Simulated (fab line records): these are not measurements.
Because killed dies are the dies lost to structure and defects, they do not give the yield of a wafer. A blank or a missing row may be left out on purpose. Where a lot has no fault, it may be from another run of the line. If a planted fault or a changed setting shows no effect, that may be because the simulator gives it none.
Which tool was responsible? | flow n5 finfet | Sampling: 11 lots, 32 wafers, 5 of 1938 route steps

WHAT EACH GAUGE READ, for each wafer
N5_BEOL_M4_CD_MEAS_35: target cd 18 nm, target cd y 22.4 nm. Usual: 18.2 nm for cd nm, sd 0.35.
lot  | measured     | on        | cd nm (nm)     | flag
L321 | day 9 11:28  | cd sem-02 | 18.1 18.2 18.5 |
L323 | day 9 11:37  | cd sem-02 | 18.6 18.4 17.8 |
L326 | day 10 15:13 | cd sem-02 | 18.4 17.6 17.6 |
L327 | day 10 15:42 | cd sem-01 | 18.2 18.2 18.3 |
L325 | day 10 15:57 | cd sem-02 | 18.0 18.5 18.7 |
L328 | day 10 19:32 | cd sem-03 | 18.0 17.7 18.3 |
L329 | day 11 16:48 | cd sem-03 | 18.5 18.2 18.4 |
L334 | day 13 08:40 | cd sem-02 | 18.0 18.1 18.5 |
L340 | day 13 23:53 | cd sem-02 | 18.1 18.2      |
L339 | day 14 05:40 | cd sem-01 | 18.4 18.1 18.5 |
L342 | day 14 20:36 | cd sem-02 | 18.1 18.5 18.0 |

N5_BEOL_M4_RC_MEAS_101. Usual: DIBL_N 36.0 mV/V, standard deviation 2.2; DIBL_P 36.2 mV/V, standard deviation 2.4; IOFF_N 0.16 nA/um, standard deviation 0.035; IOFF_P 0.21 nA/um, standard deviation 0.037; ION_N 672 uA/um, standard deviation 13; ION_P 461 uA/um, standard deviation 7; SS_N 71.4 mV/dec, standard deviation 0.69; SS_P 73.2 mV/dec, standard deviation 0.75; VT_N 250 mV, standard deviation 3.4; VT_P -251 mV, standard deviation 3.
lot  | measured     | on        | DIBL_N (mV/V)  | DIBL_P (mV/V)  | IOFF_N (nA/um) | IOFF_P (nA/um) | ION_N (uA/um) | ION_P (uA/um) | SS_N (mV/dec)  | SS_P (mV/dec)  | VT_N (mV)   | VT_P (mV)      | flag
L321 | day 9 15:42  | prober-02 | 33.4 30.8 33.7 | 33.8 32.2 34.7 | 0.13 0.10 0.14 | 0.17 0.16 0.19 | 678 659 679   | 460 462 465   | 70.8 70.2 70.8 | 72.1 72.1 72.4 | 252 257 249 | -251 -254 -253 |
L323 | day 9 15:58  | prober-01 | 37.4 36.3 33.0 | 36.8 36.0 32.4 | 0.14 0.13 0.09 | 0.21 0.20 0.15 | 676 670 649   | 465 468 456   | 71.4 71.3 70.2 | 73.0 72.5 72.0 | 254 252 257 | -247 -250 -251 |
L326 | day 10 19:05 | prober-01 | 35.2 32.3 35.6 | 34.8 32.9 36.0 | 0.14 0.11 0.14 | 0.18 0.16 0.19 | 665 655 667   | 455 454 461   | 71.1 70.3 71.0 | 72.2 71.8 72.8 | 253 254 251 | -255 -252 -254 |
L327 | day 10 19:42 | prober-02 | 34.2 36.7 36.2 | 33.5 37.9 36.5 | 0.13 0.18 0.16 | 0.18 0.24 0.22 | 675 684 683   | 465 471 460   | 70.3 71.8 70.8 | 72.5 73.6 73.1 | 252 246 249 | -250 -246 -250 |
L325 | day 10 20:53 | prober-02 | 37.0 36.6 34.1 | 39.5 38.0 35.2 | 0.18 0.17 0.13 | 0.26 0.23 0.19 | 667 674 660   | 465 460 463   | 72.0 71.6 71.6 | 74.1 74.1 72.9 | 252 248 254 | -250 -251 -254 |
L328 | day 11 00:42 | prober-01 | 38.1 38.7 37.8 | 37.4 40.3 39.1 | 0.20 0.22 0.19 | 0.21 0.26 0.23 | 667 690 677   | 455 466 459   | 72.1 71.9 71.7 | 73.1 74.4 73.5 | 250 244 248 | -252 -246 -252 |
L329 | day 11 21:04 | prober-02 | 40.6 37.0 39.7 | 41.8 38.9 41.3 | 0.22 0.14 0.20 | 0.27 0.20 0.24 | 697 661 671   | 467 457 457   | 72.3 71.7 72.9 | 74.2 73.3 74.5 | 246 254 247 | -247 -249 -249 |
L334 | day 13 14:25 | prober-02 | 35.7 36.6 34.8 | 36.3 37.7 36.3 | 0.16 0.17 0.15 | 0.20 0.22 0.20 | 673 665 669   | 466 464 458   | 71.7 72.0 71.0 | 73.6 73.7 73.3 | 251 251 250 | -253 -252 -253 |
L340 | day 14 04:13 | prober-01 | 36.3 39.1      | 35.8 39.1      | 0.16 0.21      | 0.18 0.23      | 681 696       | 460 462       | 71.5 71.9      | 72.7 73.3      | 248 245     | -254 -251      |
L339 | day 14 10:02 | prober-02 | 35.0 33.6 33.6 | 35.2 33.7 34.3 | 0.14 0.11 0.12 | 0.18 0.16 0.16 | 658 645 649   | 455 447 451   | 70.9 70.1 70.0 | 72.9 71.8 71.6 | 252 254 255 | -250 -254 -253 |
L342 | day 15 02:20 | prober-02 | 37.0 37.4 35.2 | 38.6 39.4 37.4 | 0.19 0.20 0.17 | 0.23 0.23 0.21 | 689 696 681   | 460 470 468   | 71.7 72.3 71.6 | 74.1 73.4 73.8 | 247 247 250 | -250 -251 -251 |

WHICH TOOL RAN EACH LOT (tool, then ch and the chambers of the sampled wafers, then the start)
lot  | N5_BEOL_M4_ALD_84                   | N5_BEOL_M4_SURFACE_TREAT_85  | N5_BEOL_M4_CVD_47
L321 | ald metal-04 ch 0,3, day 9 11:56    | pvd sputter-01, day 9 12:11  | cvd co-01 ch 1,2, day 9 12:22
L323 | ald metal-04 ch 1,2,3, day 9 12:08  | pvd sputter-02, day 9 12:22  | cvd co-01 ch 0,1,2, day 9 12:36
L326 | ald metal-02 ch 0,2,3, day 10 15:36 | pvd sputter-03, day 10 15:50 | cvd co-01 ch 0,1,2, day 10 15:54
L327 | ald metal-01 ch 1,2, day 10 15:53   | pvd sputter-02, day 10 16:07 | cvd co-02 ch 0,1, day 10 16:13
L325 | ald metal-02 ch 2,3, day 10 16:07   | pvd sputter-02, day 10 16:48 | cvd co-02 ch 0,1,2, day 10 17:05
L328 | ald metal-02 ch 0,2, day 10 19:50   | pvd sputter-01, day 10 20:10 | cvd co-02 ch 1,2, day 10 20:27
L329 | ald metal-01 ch 1,2,3, day 11 17:23 | pvd sputter-01, day 11 17:44 | cvd co-02 ch 0,1,2, day 11 17:53
L334 | ald metal-04 ch 2,3, day 13 10:44   | pvd sputter-03, day 13 10:59 | cvd co-01 ch 0,2, day 13 11:04
L340 | ald metal-01 ch 1, day 14 00:29     | pvd sputter-03, day 14 00:44 | cvd co-01 ch 0, day 14 00:48
L339 | ald metal-01 ch 1,3, day 14 06:13   | pvd sputter-02, day 14 06:37 | cvd co-01 ch 1,2, day 14 06:44
L342 | ald metal-02 ch 0,2, day 14 20:58   | pvd sputter-03, day 14 21:12 | cvd co-02 ch 0,2, day 14 21:22
- N5_BEOL_M4_ALD_84: deposits TaN, pulse time 2 s, purge time 3 s, co reactant purge time 2 s.
- N5_BEOL_M4_SURFACE_TREAT_85
- N5_BEOL_M4_CVD_47: deposits Co from CCTBA/H2, target thk 3 nm, time 223.8 s.

WHAT THE TOOLS THEMSELVES READ (means of the sampled wafers that have a number; where no wafer has one, the mark that the record gives instead)
N5_BEOL_M4_ALD_84. Usual: 384 W for heater power w, sd 53.
lot  | tool         | heater power w (W) | flag
L321 | ald metal-04 | 376                |
L323 | ald metal-04 | 373                |
L326 | ald metal-02 | 380                |
L327 | ald metal-01 | 472                |
L325 | ald metal-02 | 366                |
L328 | ald metal-02 | 342                |
L329 | ald metal-01 | 419                |
L334 | ald metal-04 | 363                |
L340 | ald metal-01 | 504                |
L339 | ald metal-01 | 411                |
L342 | ald metal-02 | 350                |

N5_BEOL_M4_CVD_47. Usual: 247.0 s for run length s, sd 0.63.
lot  | tool      | run length s (s) | flag
L321 | cvd co-01 | 247.3            |
L323 | cvd co-01 | 247.1            |
L326 | cvd co-01 | 247.2            |
L327 | cvd co-02 | 246.6            |
L325 | cvd co-02 | 246.9            |
L328 | cvd co-02 | 247.2            |
L329 | cvd co-02 | 246.9            |
L334 | cvd co-01 | 203.7            | OFF
L340 | cvd co-01 | 181.9            | OFF
L339 | cvd co-01 | 203.9            | OFF
L342 | cvd co-02 | 247.8            |

THE ANSWER, worked out from the rows above alone
Rule: a lot is off if the mean of its wafers that have a number lies more than 3 standard deviations from the usual mean. Also off: a lot with no number at a reading for which 4 or more lots have one. Where the step has rows for the other lots, those lots are counted as sound. First the gauges in route order, then the tools' own readings, where a lot's mean is used as printed above. The first step at which some lot is off is used, and at that step the reading that is off furthest; a lot without a number counts as furthest.
Off: L334, L340, L339 (N5_BEOL_M4_CVD_47, run length s).
If a tool, at that step or one of the process steps before it, ran each lot that is off and ran no sound lot following the first of them, it fits. One fits: N5_BEOL_M4_CVD_47 on cvd co-01. Its last sound lot is L326 (day 10 15:54), its first lot that is off L334 (day 13 11:04): a fault that began between those two fits.
The tool's own readings at N5_BEOL_M4_CVD_47 bear it out: on the lots that are off they differ by more than 5 times the standard deviation of the sound lots' means. run length s reads 196.5 s there against 247.1 s on the sound lots.

WHAT THE SIMULATOR HAD PUT IN
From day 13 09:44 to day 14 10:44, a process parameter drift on cvd co-01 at N5_BEOL_M4_CVD_47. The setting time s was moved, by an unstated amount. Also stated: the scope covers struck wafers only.
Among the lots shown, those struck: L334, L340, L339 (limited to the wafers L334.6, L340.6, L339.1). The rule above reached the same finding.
